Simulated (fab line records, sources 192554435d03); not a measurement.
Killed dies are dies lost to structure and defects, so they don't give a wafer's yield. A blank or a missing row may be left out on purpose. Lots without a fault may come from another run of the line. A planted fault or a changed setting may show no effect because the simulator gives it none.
Split-lot experiment | flow n5_finfet | 7 lots, 21 wafers read, on a route of 1938 steps

THE SPLIT
At N5_MOL_CONTACT_COAG_ALD_133 (deposits SiO2, target thk 5 nm, pulse time 1 s, co reactant pulse time 1 s), the setting ald_cycles was moved away from the recipe's 35 on 6 of the 21 wafers read, by -11.4% to +8.6%. The other wafers ran this setting at the recipe's value.

The reading is taken at the split's own step.

THE READING
SiO2_of_MOL_CONTACT_COAG_ALD_133.thk_nm (the simulator's own value, which no gauge read), in nm, at N5_MOL_CONTACT_COAG_ALD_133 (deposits SiO2, target thk 5 nm, pulse time 1 s, co reactant pulse time 1 s). The file gives no usual value for it.

wafer  | tool, chamber at the split | ald_cycles as run | against the recipe | SiO2_of_MOL_CONTACT_COAG_ALD_133.thk_nm, nm | against lot-mates on the recipe
L074.1 | ald_sin-01, 0,1,2          | 35                | recipe             | 5                                           | -
L074.3 | ald_sin-01, 0,1,2          | 35                | recipe             | 5                                           | -
L074.4 | ald_sin-01, 0,1,2          | 35                | recipe             | 5                                           | -
L078.1 | ald_sin-01, 2,0            | 35                | recipe             | 5                                           | -
L078.5 | ald_sin-01, 2,0            | 35                | recipe             | 5                                           | -
L078.2 | ald_sin-01, 3              | 32                | -8.6%              | 4.6                                         | -0.4
L079.1 | ald_sin-04, 3,2            | 35                | recipe             | 5                                           | -
L079.3 | ald_sin-04, 3,2            | 35                | recipe             | 5                                           | -
L079.4 | ald_sin-04, 1              | 31                | -11.4%             | 4.4                                         | -0.6
L084.1 | ald_sin-04, 1,2,3          | 35                | recipe             | 5                                           | -
L084.2 | ald_sin-04, 1,2,3          | 35                | recipe             | 5                                           | -
L084.4 | ald_sin-04, 1,2,3          | 35                | recipe             | 5                                           | -
L085.3 | ald_sin-03, 0,2,0          | 35                | recipe             | 5                                           | -
L085.4 | ald_sin-03, 0,2,0          | 35                | recipe             | 5                                           | -
L085.5 | ald_sin-03, 0,2,0          | 35                | recipe             | 5                                           | -
L086.1 | ald_sin-04, 1,0            | 38                | +8.6%              | 5.4                                         | +0.4
L086.5 | ald_sin-04, 1,0            | 38                | +8.6%              | 5.4                                         | +0.4
L086.3 | ald_sin-04, 3              | 35                | recipe             | 5                                           | -
L089.3 | ald_sin-03, 3,1            | 31                | -11.4%             | 4.4                                         | -0.6
L089.5 | ald_sin-03, 3,1            | 31                | -11.4%             | 4.4                                         | -0.6
L089.6 | ald_sin-03, 0              | 35                | recipe             | 5                                           | -
Where a row lists several chambers, the file gives one row for several wafers and doesn't say which wafer went through which chamber.

THE FIT
A straight line over all 21 wafers: SiO2_of_MOL_CONTACT_COAG_ALD_133.thk_nm changes by +0.0502 nm for each +1% of ald_cycles; r = +1.00; the points scatter about the line by 0.015 nm.
The same after taking each lot's own level away (the mean of its wafers on the recipe; 21 wafers): +0.0502 nm for each +1%; r = +1.00; scatter 0.015 nm.
On that fit, the largest move of ald_cycles shifts the reading by 0.57 nm.
The lots' own levels span 5.00 to 5.00 nm.
So the lot-to-lot level changes the slope little: the two slopes agree.
Check: with one of the wafers moved furthest among these (-11.4%) left out of the fit, the line predicts -0.572 nm for it against its lot-mates. It came out at -0.6 nm against them.

OTHER SPLITS ON THESE WAFERS
These wafers also went through other splits before the reading. Each is held against what the fit with the lots' levels taken away leaves over:
other split on the same wafers        | wafers away from the commonest value | r with SiO2_of_MOL_CONTACT_COAG_ALD_133.thk_nm (lot level and that fit taken away)
N5_MOL_CONTACT_COAG_COAT_78 spin_rpm  | 10                                   | -0.01
N5_MOL_CONTACT_COAG_EXPOSE_37 dose_mj | 9                                    | -0.02

THE FILE'S OWN FIT
SiO2_of_MOL_CONTACT_COAG_ALD_133.thk_nm changes by +0.0504 nm for each +1% of ald_cycles, r = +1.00.
